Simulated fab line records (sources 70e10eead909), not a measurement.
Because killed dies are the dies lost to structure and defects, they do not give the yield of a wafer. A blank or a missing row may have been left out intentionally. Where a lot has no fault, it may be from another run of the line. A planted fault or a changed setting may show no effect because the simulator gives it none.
Comparing a struck lot with a sound one    flow nand_harc    13 steps out of a route of 1302
Sound: wafers L906.1, L906.2, L906.5. Struck: wafers L908.2, L908.6 (left out: L908.5, a lot-mate that was not struck); the cause follows at the end.
Each step with rows lists, per side, the tool, then ch with its chambers, then its first start. Under that, the readings that differ: sound wafers    struck wafers    difference of the means    sigmas: that difference in standard deviations of wafers without a fault.
alike: readings whose means differ by less than 2 such deviations, and words and numbers that are the same on both sides. not compared: withheld readings, readings that some wafer has no value for, bounds like >300 that may hide the same value, and numbers for which the record gives no deviation and whose values overlap.
A row with sigmas, a row that says differs or no value, or rows on one side alone: a step with any of these is where the two part. When numbers do not overlap yet have no deviation, they are printed without sigmas and do not part them. A reading missing from all wafers of one side parts the sides only when that side holds two or more wafers.

NHARC_A_WL_FILL_CVD_03: deposits W, target thk 40 nm, time 279 s.
  sound on cvd_w-01 ch 0,1, day 22 02:52; struck on cvd_w-02 ch 0,1, day 23 21:53
  alike: chamber_pressure_Torr, heater_power_w, mfc_wf6_sccm, throttle_valve_pct
NHARC_A_WL_FILL_ETCHBACK_04: etches the open film in NF3, target depth 60 nm, time 120 s.
  sound on rie_metal-01 ch 0,1, day 22 03:14; struck on rie_metal-02 ch 0, day 23 22:14
reading                sound              struck       difference  sigmas
oes_product_au (a.u.)  1.014 1.011 1.015  0.985 0.973  -0.034      -3
  alike: drypump_motor_current_A, run_length_s
  not compared: rf_hours_counter_h
NHARC_A_WL_FILL_ETCHBACK_05: etches the open film in Cl2/BCl3, target depth 22 nm, time 60 s.
  sound on rie_metal-01 ch 0,1, day 22 03:29; struck on rie_metal-02 ch 0,1, day 23 22:28
  alike: drypump_motor_current_A, oes_product_au, run_length_s
  not compared: rf_hours_counter_h
then, 6 steps without rows for these wafers: NHARC_A_WL_FILL_STRIP_27 (strips in N2/H2, time 20 s); NHARC_A_WL_FILL_STRIP_28 (strips in post etch residue remover, time 1200 s); NHARC_A_WL_FILL_PRECLEAN_06 (cleans in DIW, time 300 s); NHARC_A_WL_FILL_SRD_07; NHARC_A_WL_FILL_ANNEAL_08 (time 1800 s); NHARC_A_WL_FILL_ALD_10 (deposits SiO2, target thk 50 nm, pulse time 10 s, ald cycles 500).
NHARC_A_WL_FILL_ETCHBACK_16: etches the open film in C4F8/O2/Ar, target depth 120 nm, time 24 s.
  sound on rie_diel-03 ch 0,1; struck on rie_diel-03 ch 2
reading           sound           struck     difference  sigmas
run_length_s (s)  45.7 45.9 45.8  45.0 44.8  -0.9        -2
  alike: oes_product_au, rf_vpp_V
  not compared: rf_hours_counter_h
NHARC_A_WL_FILL_STRIP_29: strips in O2, time 20 s.
  sound on rie_diel-03 ch 0,1, day 22 17:46; struck on rie_diel-03 ch 0,1, day 24 09:52
reading                 sound                 struck         difference  sigmas
throttle_valve_pct (%)  17.058 17.054 17.039  17.024 17.038  -0.019      -2
  alike: drypump_motor_current_A, oes_product_au, rf_vpp_V, showerhead_plenum_p_Torr
  not compared: rf_hours_counter_h
NHARC_A_WL_FILL_ETCHBACK_17: etches the open film in Cl2/BCl3, target depth 4 nm, time 26.7 s.
  sound on rie_metal-01 ch 0,1, day 22 17:50; struck on rie_metal-02 ch 0, day 24 09:56
reading                sound              struck       difference  sigmas
oes_product_au (a.u.)  1.014 1.017 1.009  0.989 0.975  -0.031      -3
run_length_s (s)       48.2 47.1 47.1     37.8 37.9    -9.6        -20
  alike: drypump_motor_current_A
  not compared: rf_hours_counter_h
then, 1 step without rows for these wafers: NHARC_A_WL_FILL_PRECLEAN_18 (cleans in dHF, time 30 s).

WHERE THEY PART
First at NHARC_A_WL_FILL_ETCHBACK_04; last, within this record, at NHARC_A_WL_FILL_ETCHBACK_17.

WHY: the cause the simulator had injected
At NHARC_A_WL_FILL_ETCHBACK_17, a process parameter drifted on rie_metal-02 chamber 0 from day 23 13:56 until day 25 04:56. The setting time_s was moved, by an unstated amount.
